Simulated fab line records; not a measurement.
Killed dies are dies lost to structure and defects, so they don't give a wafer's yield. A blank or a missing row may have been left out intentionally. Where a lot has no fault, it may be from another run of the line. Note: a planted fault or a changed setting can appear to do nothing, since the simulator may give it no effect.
A struck lot beside a sound one | flow n5Finfet | 25 steps out of a route of 1938
Sound: these wafers, L312.2, L312.4, L312.6. The struck wafers were L321.2, L321.3, L321.4. The cause is named last.
Each step with rows lists, per side, the tool, then ch with its chambers, then its first start. Under that, the readings that differ: sound wafers | struck wafers | difference of the means | sigmas: that difference in standard deviations of wafers without a fault.
alike: words and numbers the same on both sides, and readings whose means are apart by under 2 such deviations; not compared: readings that were withheld, readings missing a value for some wafer, numbers with overlapping values and no deviation given by the record, and bounds like >300 which may hide the same value.
The two part at a step that has a row with sigmas, a row that says differs or no value, or rows on one side only. Numbers that have no deviation but don't overlap get no sigmas and don't part them. Lack of a reading on every wafer of one side parts them only where that side has two or more wafers.

first, 10 steps without rows for these wafers: N5_DUMMY_GATE_UV_OZONE_45 (time 120 s); N5_SPACER0_ALD_07 (deposits SiNx, target thk 2 nm); N5_SPACER0_ALD_00 (deposits SiOCN, target thk 3.5 nm, pulse time 3 s, purge time 2 s); N5_SPACER0_ALD_08 (deposits SiNx, target thk 2 nm); N5_SD_EPI_N_COAT_32 (time 60 s, resist thk 350 nm); N5_SD_EPI_N_COAT_33 (time 60 s, resist thk 35 nm); N5_SD_EPI_N_COAT_03 (resist thk 150 nm); N5_SD_EPI_N_EBR_05; N5_SD_EPI_N_SOFTBAKE_04 (time 60 s); N5_SD_EPI_N_EXPOSE_06 (exposes mask SD N BLK, target cd 120 nm).
N5_SD_EPI_N_PEB_07: peb time 60 s.
  sound on lithoTrack-02 ch 0, day 4 00:37; struck on lithoTrack-02 ch 0, day 6 08:19
reading               | sound             | struck            | difference | sigmas
heaterPowerTotalW (W) | 177.3 173.0 175.1 | 192.5 190.7 191.3 | +16.4      | +10
  alike: resistLineTempC
then, 1 step without rows for these wafers: N5_SD_EPI_N_DEVELOP_08 (develop time 30 s).
N5_SD_EPI_N_CD_MEAS_09: the cd target is 120 nm.
  sound on cdSem-02 ch 0, day 4 00:41; struck on cdSem-01 ch 0, day 6 08:23
reading   | sound             | struck            | difference | sigmas
cdNm (nm) | 120.3 120.0 120.0 | 116.6 117.2 117.6 | -3.0       | -4
N5_SD_EPI_N_DESCUM_14: chemistry O2, time 7.9 s.
  sound on rieDiel-04 ch 1,3, day 4 00:46; struck on rieDiel-04 ch 0,1,2, day 6 08:29
reading                  | sound         | struck          | difference | sigmas
model.SD_EPI_N.cdNm (nm) | 120.4 120 120 | 116.8 117.4 118 | -2.7       | 
  alike: drypumpMotorCurrentA, oesProductAu, rfVppV, showerheadPlenumPTorr, throttleValvePct
  not compared: rfHoursCounterH
then, 7 steps without rows for these wafers: N5_SD_EPI_N_ETCH_34 (etches SiARC in CF4, target depth 45.5 nm, time 75.8 s); N5_SD_EPI_N_ETCH_35 (etches SOC in N2/H2, overetch 108 nm, time 486 s); N5_SD_EPI_N_STRIP_36 (strips in N2/H2); N5_SD_EPI_N_ETCHBACK_44 (etches SiNx in CH3F/O2, stops on SiO2, target depth 14.5 nm); N5_SD_EPI_N_ETCH_45 (etches SiOCN in CH3F/O2, target depth 6 nm); N5_SD_EPI_N_ETCH_16 (etches SiO2 in CHF3/O2, target depth 5 nm); N5_SD_EPI_N_STRIP_47 (strips in CHF3/O2).
N5_SD_EPI_N_SD_RECESS_17: chemistry HBr/Cl2/O2, target depth 41 nm, time 23.7 s, bt time 3 s.
  sound on rieSi-03 ch 1,3, day 4 01:27; struck on rieSi-04 ch 0,1,3, day 6 09:10
  alike: HBr_flow_sccm, drypumpMotorCurrentA, heBacksideLeakSccm, oesProductAu, throttleValvePct
  not compared: rfHoursCounterH, model.SD_EPI_N.cdNm
then, 1 step without rows for these wafers: N5_SD_EPI_N_STRIP_38 (strips in N2/H2).
-- the record jumps here: 7 days lie between the struck wafers' starts before and after (it left off in module SD_EPI_N and takes up again in module BEOL_M4, whose first step shown is number 1111 of the route) --
N5_BEOL_M4_RC_MEAS_101:
  sound on prober-01 ch 0, day 9 00:53; struck on prober-01 ch 0, day 13 01:38
reading       | sound          | struck         | difference | sigmas
SS_N (mV/dec) | 71.1 70.6 71.6 | 72.7 71.9 72.4 | +1.2       | +2
VT_P (mV)     | -249 -245 -247 | -254 -252 -253 | -6         | -2
  alike: DIBL_N, DIBL_P, IOFF_N, IOFF_P, ION_N, ION_P, SS_P, VT_N
-- record jumps: 5 days separate the struck wafers' starts on either side; left off in module BEOL_M4, taken up again in module PASSIVATION, whose first shown step is the route's number 1936 --
N5_PASSIVATION_PROBE_49:
  record: rows for the struck wafers here (prober-01, day 18 01:04), none for the sound ones

== WHERE THEY PART ==
Earliest at N5_SD_EPI_N_PEB_07; latest, in this record, at N5_PASSIVATION_PROBE_49.

WHY: whatever the simulator had introduced
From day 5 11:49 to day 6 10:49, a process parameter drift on lithoTrack-02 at N5_SD_EPI_N_PEB_07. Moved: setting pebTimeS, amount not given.
